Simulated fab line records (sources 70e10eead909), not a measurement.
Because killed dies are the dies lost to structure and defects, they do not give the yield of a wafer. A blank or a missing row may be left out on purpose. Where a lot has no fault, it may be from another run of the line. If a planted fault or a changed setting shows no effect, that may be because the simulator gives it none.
fab line records :: flow nand_harc
[record]
  lots = 5
  wafers = 15
  last_day = 33
route steps=1302 shown P_BONDPAD@357
lots with no fault: from the same line, run without faults
start_h: hours from the record's first day to the start of the lot's first wafer shown :: wait_h: time in hours since the lot's previous step :: " as in the row above :: L1.1+2: one row covering several wafers at once :: - either no value or no given start :: * or withheld: withheld :: < > ~ a bound
route shown NAME@n: NAME is a module with steps in the file, n the number in the route of the first one :: usual: mean/standard deviation of fault-free wafers :: same: alike in all rows :: chamber/n: place in a boat :: sites: each site's reading :: _std_site: how widely they spread, as a standard deviation :: _edge_site: the outer-site mean with the inner-site mean subtracted :: radius_mm: how far each site lies from the wafer's centre :: mask NAME#n: copy n :: behind: tool/chamber where the wafer was last shaped :: hold: why the lot was held/for how many hours/how that ended :: device: whichever transistor did not switch (one of n, p or np) :: end of line: at the end of the route, the tests of the same wafers :: a step with no rows: only its recipe :: killed: at the first sort, the dies lost to defects and structure; wafer yield is something else :: map: a wafer's dies, marking killed ones x, the rest . and places with no die _
set.NAME: the setting as run; set.NAME@STEP: as run at that earlier step :: model.NAME: the simulator's own value behind a step, which no gauge read
a table for each step, a row for each wafer; lots at some steps of the route
services: a tool's chamber out of use, with start hour (start_h, from the record's first day; less than 0 if before it), hours out, and reason
[[steps]]
[step NHARC_P_BONDPAD_COAT_36]
[recipe]
  temp_c = 200
  time_s = 65
[step NHARC_P_BONDPAD_COAT_03]
[recipe]
  spin_rpm = 2000
  resist_thk_nm = 600
[step NHARC_P_BONDPAD_SOFTBAKE_04]
[recipe]
  temp_c = 125
  time_s = 70
[step NHARC_P_BONDPAD_EBR_05]
[step NHARC_P_BONDPAD_EXPOSE_06]
[recipe]
  na = 0.55
  dose_mj = 37.06
  mask_id = P_BPAD
[step NHARC_P_BONDPAD_PEB_07]
[recipe]
  peb_temp_c = 128
  peb_time_s = 80
[step NHARC_P_BONDPAD_DEVELOP_08]
[recipe]
  time_s = 50
  dev_temp_c = 22
[step NHARC_P_BONDPAD_CD_MEAS_09]
[recipe]
  target_cd_nm = 500
  landing_energy_ev = 500
[usual]
  cd_nm = 500.1/1.8
lot.wafer: L750.1
tool: cd_sem-02
chamber: 0
start_h: 146.10
wait_h: -
cd_nm: 501.8

lot.wafer: L750.4
tool: cd_sem-02
chamber: 0
start_h: 146.10
wait_h: -
cd_nm: 499.1

lot.wafer: L750.5
tool: cd_sem-02
chamber: 0
start_h: 146.10
wait_h: -
cd_nm: 501.2

lot.wafer: L756.1
tool: cd_sem-02
chamber: 0
start_h: 202.91
wait_h: -
cd_nm: 500.6

lot.wafer: L756.4
tool: cd_sem-02
chamber: 0
start_h: 202.91
wait_h: -
cd_nm: 498.8

lot.wafer: L756.5
tool: cd_sem-02
chamber: 0
start_h: 202.91
wait_h: -
cd_nm: 500.5

lot.wafer: L760.2
tool: cd_sem-02
chamber: 0
start_h: 245.06
wait_h: -
cd_nm: 494.8

lot.wafer: L760.5
tool: cd_sem-02
chamber: 0
start_h: 245.06
wait_h: -
cd_nm: 496.1

lot.wafer: L760.6
tool: cd_sem-02
chamber: 0
start_h: 245.06
wait_h: -
cd_nm: 499.2

lot.wafer: L762.1
tool: cd_sem-03
chamber: 0
start_h: 261.83
wait_h: -
cd_nm: 501.4

lot.wafer: L762.3
tool: cd_sem-03
chamber: 0
start_h: 261.83
wait_h: -
cd_nm: 500.0

lot.wafer: L762.6
tool: cd_sem-03
chamber: 0
start_h: 261.83
wait_h: -
cd_nm: 496.4

lot.wafer: L772.3
tool: cd_sem-01
chamber: 0
start_h: 365.83
wait_h: -
cd_nm: 498.5

lot.wafer: L772.4
tool: cd_sem-01
chamber: 0
start_h: 365.83
wait_h: -
cd_nm: 504.5

lot.wafer: L772.6
tool: cd_sem-01
chamber: 0
start_h: 365.83
wait_h: -
cd_nm: 499.6
[step NHARC_P_BONDPAD_OVL_MEAS_38]
[usual]
  overlay_x_nm = -2/6.2
  overlay_y_nm = 0/7.1
lot.wafer: L750.1
tool: overlay-02
chamber: -
start_h: 146.19
wait_h: -
overlay_x_nm: -3
overlay_y_nm: 1

lot.wafer: L750.4
tool: overlay-02
chamber: -
start_h: 146.19
wait_h: -
overlay_x_nm: -3
overlay_y_nm: 1

lot.wafer: L750.5
tool: overlay-02
chamber: -
start_h: 146.19
wait_h: -
overlay_x_nm: -3
overlay_y_nm: 1

lot.wafer: L756.1
tool: overlay-01
chamber: -
start_h: 203.00
wait_h: -
overlay_x_nm: 2
overlay_y_nm: 8

lot.wafer: L756.4
tool: overlay-01
chamber: -
start_h: 203.00
wait_h: -
overlay_x_nm: 2
overlay_y_nm: 9

lot.wafer: L756.5
tool: overlay-01
chamber: -
start_h: 203.00
wait_h: -
overlay_x_nm: 2
overlay_y_nm: 8

lot.wafer: L760.2
tool: overlay-02
chamber: -
start_h: 245.15
wait_h: -
overlay_x_nm: -1
overlay_y_nm: 8

lot.wafer: L760.5
tool: overlay-02
chamber: -
start_h: 245.15
wait_h: -
overlay_x_nm: -1
overlay_y_nm: 8

lot.wafer: L760.6
tool: overlay-02
chamber: -
start_h: 245.15
wait_h: -
overlay_x_nm: -2
overlay_y_nm: 9

lot.wafer: L762.1
tool: overlay-01
chamber: -
start_h: 261.92
wait_h: -
overlay_x_nm: 9
overlay_y_nm: 7

lot.wafer: L762.3
tool: overlay-01
chamber: -
start_h: 261.92
wait_h: -
overlay_x_nm: 9
overlay_y_nm: 6

lot.wafer: L762.6
tool: overlay-01
chamber: -
start_h: 261.92
wait_h: -
overlay_x_nm: 9
overlay_y_nm: 7

lot.wafer: L772.3
tool: overlay-02
chamber: -
start_h: 365.91
wait_h: -
overlay_x_nm: 4
overlay_y_nm: 6

lot.wafer: L772.4
tool: overlay-02
chamber: -
start_h: 365.91
wait_h: -
overlay_x_nm: 5
overlay_y_nm: 7

lot.wafer: L772.6
tool: overlay-02
chamber: -
start_h: 365.91
wait_h: -
overlay_x_nm: 4
overlay_y_nm: 7
[step NHARC_P_BONDPAD_HARDBAKE_10]
[recipe]
  temp_c = 118
  time_s = 65
[step NHARC_P_BONDPAD_DESCUM_11]
[recipe]
  time_s = 3
  o2_flow_sccm = 200
  ar_flow_sccm = 0
  bias_power_w = 0
  chemistry = O2
[usual]
  drypump_motor_current_A = 5.7/0.42
  oes_product_au = 0.999/0.008
  rf_vpp_V = 57.6/1
  showerhead_plenum_p_Torr = 1.87/0.09
  throttle_valve_pct = 11.311/0.0085
lot.wafer: L750.1
tool: rie_diel-03
chamber: 1
start_h: 146.32
wait_h: -
drypump_motor_current_A: 5.3
oes_product_au: 0.999
rf_hours_counter_h: 2.5
rf_vpp_V: 57.9
showerhead_plenum_p_Torr: 1.80
throttle_valve_pct: 11.304

lot.wafer: L750.4
tool: rie_diel-03
chamber: 0
start_h: 146.32
wait_h: -
drypump_motor_current_A: 5.5
oes_product_au: 0.999
rf_hours_counter_h: 2.2
rf_vpp_V: 58.9
showerhead_plenum_p_Torr: 1.90
throttle_valve_pct: 11.303

lot.wafer: L750.5
tool: rie_diel-03
chamber: 2
start_h: 146.32
wait_h: -
drypump_motor_current_A: 5.9
oes_product_au: 0.984
rf_hours_counter_h: -
rf_vpp_V: 56.5
showerhead_plenum_p_Torr: 1.78
throttle_valve_pct: 11.298

lot.wafer: L756.1
tool: rie_diel-06
chamber: 2
start_h: 203.14
wait_h: -
drypump_motor_current_A: 5.5
oes_product_au: 0.993
rf_hours_counter_h: 1.3
rf_vpp_V: 59.8
showerhead_plenum_p_Torr: 2.07
throttle_valve_pct: 11.316

lot.wafer: L756.4
tool: rie_diel-06
chamber: 3
start_h: 203.14
wait_h: -
drypump_motor_current_A: 6.0
oes_product_au: 0.991
rf_hours_counter_h: 1.6
rf_vpp_V: 57.4
showerhead_plenum_p_Torr: 1.82
throttle_valve_pct: 11.319

lot.wafer: L756.5
tool: rie_diel-06
chamber: 1
start_h: 203.14
wait_h: -
drypump_motor_current_A: 6.5
oes_product_au: 0.992
rf_hours_counter_h: -
rf_vpp_V: 57.0
showerhead_plenum_p_Torr: 1.91
throttle_valve_pct: 11.302

lot.wafer: L760.2
tool: rie_diel-06
chamber: 1
start_h: 245.28
wait_h: -
drypump_motor_current_A: 6.5
oes_product_au: 1.001
rf_hours_counter_h: 2.2
rf_vpp_V: 57.4
showerhead_plenum_p_Torr: 1.91
throttle_valve_pct: 11.305

lot.wafer: L760.6
tool: rie_diel-06
chamber: 0
start_h: 245.28
wait_h: -
drypump_motor_current_A: 5.2
oes_product_au: 0.998
rf_hours_counter_h: -
rf_vpp_V: 57.3
showerhead_plenum_p_Torr: 1.79
throttle_valve_pct: 11.303

lot.wafer: L760.5
tool: rie_diel-06
chamber: 1
start_h: 245.28
wait_h: -
drypump_motor_current_A: 6.5
oes_product_au: 0.997
rf_hours_counter_h: -
rf_vpp_V: 57.7
showerhead_plenum_p_Torr: 1.91
throttle_valve_pct: 11.322

lot.wafer: L762.1
tool: rie_diel-03
chamber: 3
start_h: 262.04
wait_h: -
drypump_motor_current_A: 6.1
oes_product_au: 0.995
rf_hours_counter_h: 9.2
rf_vpp_V: 59.0
showerhead_plenum_p_Torr: 1.85
throttle_valve_pct: 11.315

lot.wafer: L762.3
tool: rie_diel-03
chamber: 2
start_h: 262.04
wait_h: -
drypump_motor_current_A: 5.9
oes_product_au: 0.990
rf_hours_counter_h: 9.0
rf_vpp_V: 57.6
showerhead_plenum_p_Torr: 1.78
throttle_valve_pct: 11.311

lot.wafer: L762.6
tool: rie_diel-03
chamber: 3
start_h: 262.04
wait_h: -
drypump_motor_current_A: 6.1
oes_product_au: 0.997
rf_hours_counter_h: -
rf_vpp_V: 56.1
showerhead_plenum_p_Torr: 1.85
throttle_valve_pct: 11.313

lot.wafer: L772.4
tool: rie_diel-03
chamber: 0
start_h: 366.03
wait_h: -
drypump_motor_current_A: 5.5
oes_product_au: 0.990
rf_hours_counter_h: 4.0
rf_vpp_V: 58.3
showerhead_plenum_p_Torr: 1.90
throttle_valve_pct: 11.315

lot.wafer: L772.3
tool: rie_diel-03
chamber: 3
start_h: 366.03
wait_h: -
drypump_motor_current_A: 6.0
oes_product_au: 1.003
rf_hours_counter_h: 3.9
rf_vpp_V: 58.5
showerhead_plenum_p_Torr: 1.85
throttle_valve_pct: 11.316

lot.wafer: L772.6
tool: rie_diel-03
chamber: 1
start_h: 366.03
wait_h: -
drypump_motor_current_A: 5.3
oes_product_au: 1.002
rf_hours_counter_h: -
rf_vpp_V: 57.5
showerhead_plenum_p_Torr: 1.79
throttle_valve_pct: 11.310
[step NHARC_P_BONDPAD_ETCH_37]
[recipe]
  target_depth_a = 600
  overetch_a = 180
  time_s = 65.91
  ion_energy_ev = 200
  n2_flow_sccm = 150
  h2_flow_sccm = 150
  ar_flow_sccm = 0
  rf_w = 400
  bias_w = 150
  chemistry = N2/H2
[usual]
  drypump_motor_current_A = 5.7/0.41
  oes_product_au = 0.999/0.0091
  rf_fwd_power_W = 396.6/1.4
  rf_vpp_V = 429.1/2.8
  showerhead_plenum_p_Torr = 1.99/0.1
  throttle_valve_pct = 14.171/0.0081
lot.wafer: L750.1
tool: rie_diel-03
chamber: 2
start_h: 146.40
wait_h: 0.1
drypump_motor_current_A: 5.9
oes_product_au: 0.979
rf_fwd_power_W: 394.1
rf_hours_counter_h: 2.2
rf_vpp_V: 426.0
showerhead_plenum_p_Torr: 1.89
throttle_valve_pct: 14.172

lot.wafer: L750.4
tool: rie_diel-03
chamber: 1
start_h: 146.40
wait_h: 0.1
drypump_motor_current_A: 5.3
oes_product_au: 1.003
rf_fwd_power_W: 395.7
rf_hours_counter_h: 2.5
rf_vpp_V: 427.2
showerhead_plenum_p_Torr: 1.91
throttle_valve_pct: 14.170

lot.wafer: L750.5
tool: rie_diel-03
chamber: 2
start_h: 146.40
wait_h: 0.1
drypump_motor_current_A: 5.9
oes_product_au: 0.975
rf_fwd_power_W: 396.3
rf_hours_counter_h: -
rf_vpp_V: 426.3
showerhead_plenum_p_Torr: 1.89
throttle_valve_pct: 14.189

lot.wafer: L756.1
tool: rie_diel-06
chamber: 0
start_h: 203.22
wait_h: 0.1
drypump_motor_current_A: 5.2
oes_product_au: 1.003
rf_fwd_power_W: 397.0
rf_hours_counter_h: 1.7
rf_vpp_V: 428.0
showerhead_plenum_p_Torr: 1.90
throttle_valve_pct: 14.178

lot.wafer: L756.4
tool: rie_diel-06
chamber: 1
start_h: 203.22
wait_h: 0.1
drypump_motor_current_A: 6.5
oes_product_au: 1.000
rf_fwd_power_W: 398.0
rf_hours_counter_h: 1.4
rf_vpp_V: 430.7
showerhead_plenum_p_Torr: 2.04
throttle_valve_pct: 14.169

lot.wafer: L756.5
tool: rie_diel-06
chamber: 3
start_h: 203.22
wait_h: 0.1
drypump_motor_current_A: 6.0
oes_product_au: 1.001
rf_fwd_power_W: 395.3
rf_hours_counter_h: -
rf_vpp_V: 428.1
showerhead_plenum_p_Torr: 1.94
throttle_valve_pct: 14.176

lot.wafer: L760.2
tool: rie_diel-06
chamber: 1
start_h: 245.37
wait_h: 0.1
drypump_motor_current_A: 6.5
oes_product_au: 0.993
rf_fwd_power_W: 396.0
rf_hours_counter_h: 2.2
rf_vpp_V: 431.8
showerhead_plenum_p_Torr: 2.04
throttle_valve_pct: 14.178

lot.wafer: L760.5
tool: rie_diel-06
chamber: 2
start_h: 245.37
wait_h: 0.1
drypump_motor_current_A: 5.6
oes_product_au: 1.008
rf_fwd_power_W: 399.5
rf_hours_counter_h: -
rf_vpp_V: 434.1
showerhead_plenum_p_Torr: 2.21
throttle_valve_pct: 14.161

lot.wafer: L760.6
tool: rie_diel-06
chamber: 3
start_h: 245.37
wait_h: 0.1
drypump_motor_current_A: 6.0
oes_product_au: 0.998
rf_fwd_power_W: 398.4
rf_hours_counter_h: -
rf_vpp_V: 427.2
showerhead_plenum_p_Torr: 1.94
throttle_valve_pct: 14.169

lot.wafer: L762.1
tool: rie_diel-03
chamber: 2
start_h: 262.13
wait_h: 0.1
drypump_motor_current_A: 5.9
oes_product_au: 0.979
rf_fwd_power_W: 398.5
rf_hours_counter_h: 9.0
rf_vpp_V: 426.6
showerhead_plenum_p_Torr: 1.89
throttle_valve_pct: 14.171

lot.wafer: L762.3
tool: rie_diel-03
chamber: 1
start_h: 262.13
wait_h: 0.1
drypump_motor_current_A: 5.3
oes_product_au: 0.998
rf_fwd_power_W: 395.6
rf_hours_counter_h: 8.7
rf_vpp_V: 426.3
showerhead_plenum_p_Torr: 1.91
throttle_valve_pct: 14.166

lot.wafer: L762.6
tool: rie_diel-03
chamber: 3
start_h: 262.13
wait_h: 0.1
drypump_motor_current_A: 6.0
oes_product_au: 0.978
rf_fwd_power_W: 394.8
rf_hours_counter_h: -
rf_vpp_V: 429.6
showerhead_plenum_p_Torr: 1.97
throttle_valve_pct: 14.159

lot.wafer: L772.3
tool: rie_diel-03
chamber: 2
start_h: 366.13
wait_h: 0.1
drypump_motor_current_A: 5.9
oes_product_au: 0.988
rf_fwd_power_W: 396.2
rf_hours_counter_h: 3.6
rf_vpp_V: 427.2
showerhead_plenum_p_Torr: 1.89
throttle_valve_pct: 14.166

lot.wafer: L772.4
tool: rie_diel-03
chamber: 3
start_h: 366.13
wait_h: 0.1
drypump_motor_current_A: 6.0
oes_product_au: 0.994
rf_fwd_power_W: 399.1
rf_hours_counter_h: 3.9
rf_vpp_V: 428.3
showerhead_plenum_p_Torr: 1.97
throttle_valve_pct: 14.170

lot.wafer: L772.6
tool: rie_diel-03
chamber: 0
start_h: 366.13
wait_h: 0.1
drypump_motor_current_A: 5.6
oes_product_au: 0.992
rf_fwd_power_W: 397.0
rf_hours_counter_h: -
rf_vpp_V: 430.6
showerhead_plenum_p_Torr: 2.02
throttle_valve_pct: 14.178
[step NHARC_P_BONDPAD_ETCH_12]
[recipe]
  target_depth_a = 2000
  time_s = 100
  chf3_flow_sccm = 50
  o2_flow_sccm = 10
  ar_flow_sccm = 200
  rf_w = 500
  bias_w = 200
  chemistry = CHF3/O2
[usual]
  drypump_motor_current_A = 5.7/0.43
  oes_product_au = 0.939/0.022
  rf_fwd_power_W = 497.0/1.6
  rf_vpp_V = 369.4/2.5
  showerhead_plenum_p_Torr = 2.35/0.11
  throttle_valve_pct = 20.573/0.0079
lot.wafer: L750.4
tool: rie_diel-03
chamber: 2
start_h: 146.49
wait_h: -
drypump_motor_current_A: 5.9
oes_product_au: 0.911
rf_fwd_power_W: 495.8
rf_hours_counter_h: 2.3
rf_vpp_V: 369.1
showerhead_plenum_p_Torr: 2.24
throttle_valve_pct: 20.561

lot.wafer: L750.1
tool: rie_diel-03
chamber: 0
start_h: 146.49
wait_h: -
drypump_motor_current_A: 5.5
oes_product_au: 0.924
rf_fwd_power_W: 496.3
rf_hours_counter_h: 2.2
rf_vpp_V: 369.6
showerhead_plenum_p_Torr: 2.39
throttle_valve_pct: 20.574

lot.wafer: L750.5
tool: rie_diel-03
chamber: 2
start_h: 146.49
wait_h: -
drypump_motor_current_A: 5.9
oes_product_au: 0.912
rf_fwd_power_W: 498.5
rf_hours_counter_h: -
rf_vpp_V: 368.0
showerhead_plenum_p_Torr: 2.24
throttle_valve_pct: 20.577

lot.wafer: L756.1
tool: rie_diel-06
chamber: 3
start_h: 203.30
wait_h: -
drypump_motor_current_A: 6.0
oes_product_au: 0.978
rf_fwd_power_W: 497.3
rf_hours_counter_h: 1.7
rf_vpp_V: 369.5
showerhead_plenum_p_Torr: 2.29
throttle_valve_pct: 20.574

lot.wafer: L756.4
tool: rie_diel-06
chamber: 2
start_h: 203.30
wait_h: -
drypump_motor_current_A: 5.6
oes_product_au: 0.979
rf_fwd_power_W: 498.3
rf_hours_counter_h: 1.3
rf_vpp_V: 374.6
showerhead_plenum_p_Torr: 2.59
throttle_valve_pct: 20.589

lot.wafer: L756.5
tool: rie_diel-06
chamber: 3
start_h: 203.30
wait_h: -
drypump_motor_current_A: 6.0
oes_product_au: 0.972
rf_fwd_power_W: 498.0
rf_hours_counter_h: -
rf_vpp_V: 367.6
showerhead_plenum_p_Torr: 2.29
throttle_valve_pct: 20.558

lot.wafer: L760.2
tool: rie_diel-06
chamber: 3
start_h: 245.45
wait_h: -
drypump_motor_current_A: 6.0
oes_product_au: 0.919
rf_fwd_power_W: 495.1
rf_hours_counter_h: 2.7
rf_vpp_V: 367.0
showerhead_plenum_p_Torr: 2.29
throttle_valve_pct: 20.580

lot.wafer: L760.6
tool: rie_diel-06
chamber: 3
start_h: 245.45
wait_h: -
drypump_motor_current_A: 6.0
oes_product_au: 0.909
rf_fwd_power_W: 497.4
rf_hours_counter_h: -
rf_vpp_V: 369.8
showerhead_plenum_p_Torr: 2.29
throttle_valve_pct: 20.576

lot.wafer: L760.5
tool: rie_diel-06
chamber: 0
start_h: 245.45
wait_h: -
drypump_motor_current_A: 5.2
oes_product_au: 0.844
rf_fwd_power_W: 496.9
rf_hours_counter_h: -
rf_vpp_V: 366.7
showerhead_plenum_p_Torr: 2.25
throttle_valve_pct: 20.577

lot.wafer: L762.1
tool: rie_diel-03
chamber: 2
start_h: 262.22
wait_h: -
drypump_motor_current_A: 5.9
oes_product_au: 0.945
rf_fwd_power_W: 499.8
rf_hours_counter_h: 9.1
rf_vpp_V: 366.6
showerhead_plenum_p_Torr: 2.24
throttle_valve_pct: 20.572

lot.wafer: L762.3
tool: rie_diel-03
chamber: 3
start_h: 262.22
wait_h: -
drypump_motor_current_A: 6.0
oes_product_au: 0.939
rf_fwd_power_W: 498.8
rf_hours_counter_h: 9.2
rf_vpp_V: 369.7
showerhead_plenum_p_Torr: 2.32
throttle_valve_pct: 20.571

lot.wafer: L762.6
tool: rie_diel-03
chamber: 2
start_h: 262.22
wait_h: -
drypump_motor_current_A: 5.9
oes_product_au: 0.941
rf_fwd_power_W: 499.8
rf_hours_counter_h: -
rf_vpp_V: 366.9
showerhead_plenum_p_Torr: 2.24
throttle_valve_pct: 20.575

lot.wafer: L772.3
tool: rie_diel-03
chamber: 2
start_h: 366.22
wait_h: -
drypump_motor_current_A: 5.9
oes_product_au: 0.926
rf_fwd_power_W: 496.0
rf_hours_counter_h: 3.7
rf_vpp_V: 366.4
showerhead_plenum_p_Torr: 2.24
throttle_valve_pct: 20.570

lot.wafer: L772.4
tool: rie_diel-03
chamber: 3
start_h: 366.22
wait_h: -
drypump_motor_current_A: 6.0
oes_product_au: 0.921
rf_fwd_power_W: 499.5
rf_hours_counter_h: 4.0
rf_vpp_V: 369.0
showerhead_plenum_p_Torr: 2.32
throttle_valve_pct: 20.570

lot.wafer: L772.6
tool: rie_diel-03
chamber: 2
start_h: 366.22
wait_h: -
drypump_motor_current_A: 5.9
oes_product_au: 0.922
rf_fwd_power_W: 496.8
rf_hours_counter_h: -
rf_vpp_V: 367.5
showerhead_plenum_p_Torr: 2.24
throttle_valve_pct: 20.567
[step NHARC_P_BONDPAD_CD_MEAS_13]
[usual]
  cd_nm = 499.7/2
lot.wafer: L750.1
tool: cd_sem-03
chamber: -
start_h: 146.63
wait_h: -
cd_nm: 501.1

lot.wafer: L750.4
tool: cd_sem-03
chamber: -
start_h: 146.63
wait_h: -
cd_nm: 497.3

lot.wafer: L750.5
tool: cd_sem-03
chamber: -
start_h: 146.63
wait_h: -
cd_nm: 499.8

lot.wafer: L756.1
tool: cd_sem-01
chamber: -
start_h: 203.44
wait_h: -
cd_nm: 500.6

lot.wafer: L756.4
tool: cd_sem-01
chamber: -
start_h: 203.44
wait_h: -
cd_nm: 499.8

lot.wafer: L756.5
tool: cd_sem-01
chamber: -
start_h: 203.44
wait_h: -
cd_nm: 501.1

lot.wafer: L760.2
tool: cd_sem-01
chamber: -
start_h: 245.59
wait_h: -
cd_nm: 493.7

lot.wafer: L760.5
tool: cd_sem-01
chamber: -
start_h: 245.59
wait_h: -
cd_nm: 494.2

lot.wafer: L760.6
tool: cd_sem-01
chamber: -
start_h: 245.59
wait_h: -
cd_nm: 498.6

lot.wafer: L762.1
tool: cd_sem-02
chamber: -
start_h: 262.35
wait_h: -
cd_nm: 500.3

lot.wafer: L762.3
tool: cd_sem-02
chamber: -
start_h: 262.35
wait_h: -
cd_nm: 499.2

lot.wafer: L762.6
tool: cd_sem-02
chamber: -
start_h: 262.35
wait_h: -
cd_nm: 495.8

lot.wafer: L772.3
tool: cd_sem-02
chamber: -
start_h: 366.35
wait_h: -
cd_nm: 497.6

lot.wafer: L772.4
tool: cd_sem-02
chamber: -
start_h: 366.35
wait_h: -
cd_nm: 503.4

lot.wafer: L772.6
tool: cd_sem-02
chamber: -
start_h: 366.35
wait_h: -
cd_nm: 499.5
[[services]]
tool: rie_diel-06
chamber: -
start_h: 130.20
hours: 9.0
kind: pm

tool: rie_diel-03
chamber: 0
start_h: 137.80
hours: -
kind: clean

tool: rie_diel-03
chamber: 1
start_h: 137.80
hours: -
kind: clean

tool: rie_diel-03
chamber: 2
start_h: 137.80
hours: -
kind: clean

tool: rie_diel-03
chamber: 3
start_h: 137.80
hours: -
kind: clean

tool: rie_diel-06
chamber: -
start_h: 150.93
hours: 0.2
kind: repair

tool: rie_diel-03
chamber: 0
start_h: 162.30
hours: -
kind: clean

tool: rie_diel-03
chamber: 1
start_h: 162.30
hours: -
kind: clean

tool: rie_diel-03
chamber: 2
start_h: 162.30
hours: -
kind: clean

tool: rie_diel-03
chamber: 3
start_h: 162.30
hours: -
kind: clean

tool: rie_diel-03
chamber: 1
start_h: 183.13
hours: 3.3
kind: repair

tool: rie_diel-03
chamber: 0
start_h: 186.82
hours: -
kind: clean

tool: rie_diel-03
chamber: 1
start_h: 186.82
hours: -
kind: clean

tool: rie_diel-03
chamber: 2
start_h: 186.82
hours: -
kind: clean

tool: rie_diel-03
chamber: 3
start_h: 186.82
hours: -
kind: clean

tool: rie_diel-03
chamber: 0
start_h: 211.32
hours: -
kind: clean

tool: rie_diel-06
chamber: 0
start_h: 212.87
hours: 4.9
kind: repair

tool: rie_diel-06
chamber: 1
start_h: 227.76
hours: 8.0
kind: repair

tool: rie_diel-03
chamber: 1
start_h: 232.40
hours: 4.1
kind: repair

tool: rie_diel-06
chamber: 2
start_h: 254.58
hours: 3.1
kind: repair

tool: rie_diel-03
chamber: -
start_h: 281.30
hours: 9.0
kind: pm

tool: rie_diel-06
chamber: 1
start_h: 297.69
hours: 22.5
kind: repair

tool: rie_diel-06
chamber: -
start_h: 307.20
hours: 9.0
kind: pm

tool: rie_diel-06
chamber: 3
start_h: 318.37
hours: 5.9
kind: repair
[[key]]
[first_sign]
  step = NHARC_P_BONDPAD_ETCH_12
  reading = oes_product_au
  direction = down
  sigmas = 4.3
  usual = 0.939
  struck = 0.844
effect none on later readings
met_at NHARC_P_BONDPAD_ETCH_12
struck_wafers L760.5
later_rows_left_out L760.5
sort_left_out L760.5
[fault]
  kind = process_parameter_drift
  tool = rie_diel-06
  chamber = 0
  onset_h = 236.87
  steps = NHARC_P_BONDPAD_ETCH_12
  channel = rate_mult
  offset = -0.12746
  shape = step
  end_h = 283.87
// sort_left_out: the simulated sort isn't trusted on such a fault, so these wafers' sort isn't shown, and their yield isn't known
// later_rows_left_out: the simulator's readings of these wafers behind a module that went badly wrong aren't trusted and aren't shown, but for the sort
